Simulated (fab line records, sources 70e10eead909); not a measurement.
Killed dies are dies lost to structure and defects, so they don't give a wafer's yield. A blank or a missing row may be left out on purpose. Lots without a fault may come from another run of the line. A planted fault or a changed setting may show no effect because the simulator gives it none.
Problem report in the 8D (eight disciplines) form, filled by code | flow nand_harc | the parts of the form that need people (team, actions taken, sign-off) are left out

1. THE PROBLEM
thk_nm at NHARC_A_ONON_D1_THK_MEAS_27 reads a mean of 775 nm on 4 wafers of 2 lots; wafers without a fault read 996 nm with a standard deviation of 8.2. That is -27 standard deviations from the usual mean.
The step: measures by ellipsometry.
First seen on wafer L904.4, day 12 17:30, on film_metro-02. The record holds 42 wafers of 14 lots with a number at this step. Rule for "out", or "out of limits": more than 4 standard deviations from the usual mean. The other wafers with a number count as sound.

2. WHAT IT IS AND WHAT IT IS NOT
question                    | is                             | is not
which readings at this step | thk_nm                         | -
which lots                  | L904, L906                     | L893, L894, L895, L897, L898, L899, L909, L911, L912, L913, L915, L916
which wafers of those lots  | L904.4, L904.6, L906.2, L906.6 | L904.5, L906.1
read on which gauges        | film_metro-01, film_metro-02   | -
when                        | from day 12 17:30              | up to then (19 sound wafers); but 19 sound wafers of L906, L909, L911, L912, L913, L915, L916 came after

3. SUSPECTS, AND WHAT RULES EACH OUT
Counting: a tool at a process step up to the reading stays a suspect if it ran every lot that is out. Sound lots after the first of them don't rule it out here, since some wafers of a struck lot are sound.
- the gauge at NHARC_A_ONON_D1_THK_MEAS_27: ruled out. The wafers that are out were read on 2 gauges (film_metro-01, film_metro-02).
- pecvd_onon-03 at NHARC_A_ONON_D1_DEP_25 (target thk 1000 nm): kept. It ran every lot that is out, first L904 (day 12 17:10); its last sound lot up to then is L897 (day 9 10:50).
Left after counting: pecvd_onon-03 at NHARC_A_ONON_D1_DEP_25.

4. THE CAUSE (what the simulator had put in)
Process parameter drift: pecvd_onon-03, from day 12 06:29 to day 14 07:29, at NHARC_A_ONON_D1_DEP_25. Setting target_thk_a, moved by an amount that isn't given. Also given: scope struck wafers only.
Counting left only this tool.

5. THE CHAIN OF EFFECTS, in route order
Each row: a reading whose mean over the struck wafers that have a number lies more than 3 standard deviations from the usual. Only readings for which the record gives a usual standard deviation are gone through. hours: the time from each lot's start at the first step in this table that gives one to its start at this step, as a median over the lots. sigmas: the change in usual standard deviations.
hours | step                        | reading | usual  | on struck wafers | change | sigmas
0     | NHARC_A_ONON_D1_THK_MEAS_27 | thk_nm  | 996 nm | 775              | -221   | -27

6. WHAT WOULD HAVE CAUGHT IT SOONER
In this record the first reading out of limits at a measuring or inspecting step was taken at day 12 17:30, 11 hours after the fault began at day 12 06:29.
Of the lots that are out (2), L906 began NHARC_A_ONON_D1_DEP_25 on pecvd_onon-03 after day 12 17:30. A hold on the tool at that time would have spared it.
